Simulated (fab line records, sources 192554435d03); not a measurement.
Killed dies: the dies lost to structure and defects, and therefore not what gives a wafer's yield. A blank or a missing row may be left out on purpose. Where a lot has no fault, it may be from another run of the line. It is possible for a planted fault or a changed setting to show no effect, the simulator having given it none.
The same fault as seen by 2 desks | flow n5Finfet | what lay behind the numbers comes last; until then each desk has only its own

== AT THE METROLOGY DESK ==
Lot by lot, what the gauges showed, no matter which tool ran the lot: averages of those sampled wafers that carry a number. Marked OUT: a lot whose mean sits more than 4 standard deviations from the usual mean, which makes it out of limits; the brackets give that distance.
Columns: A = cdNm at N5_PASSIVATION_CD_MEAS_44, usual 40000 nm
lot  | first seen here | A
L240 | day 12 10:02    | 39997
L241 | day 12 23:38    | 40003
L244 | day 13 15:52    | 40002
L242 | day 13 16:34    | 40000
L245 | day 13 21:07    | 40001
L249 | day 15 01:52    | 40004
L250 | day 15 18:59    | 40000
L254 | day 16 09:43    | 39999
L255 | day 16 20:02    | 40002
L258 | day 17 04:09    | 39999
L259 | day 17 21:02    | 40000
This desk's verdict: no lot among the 11 shows anything out of limits.

== DESK OF THE TOOL OWNER: wetBench-06 ==
The tool's own readings at N5_SDB_PRECLEAN_39 (cleans in O3/DIW, time 45 s): means of the sampled wafers that have a number, for each lot that ran on this tool. Marked OUT: a lot whose mean sits more than 4 standard deviations from the usual mean, which makes it out of limits; the brackets give that distance.
Columns: A = o3Ppm at N5_SDB_PRECLEAN_39, usual 10.01
lot  | first seen here | A
L240 | day 4 19:33     | 9.94
L244 | day 5 22:56     | 9.92
L245 | day 6 01:05     | 10.07
L250 | day 7 08:58     | 9.99
This desk's verdict: no lot among the 4 shows anything out of limits.

== BROUGHT TOGETHER ==
Nothing out of limits was seen by the metrology desk.
Nothing out of limits was seen by the tool owner's desk.

== WHAT THE SIMULATOR HAD INSERTED ==
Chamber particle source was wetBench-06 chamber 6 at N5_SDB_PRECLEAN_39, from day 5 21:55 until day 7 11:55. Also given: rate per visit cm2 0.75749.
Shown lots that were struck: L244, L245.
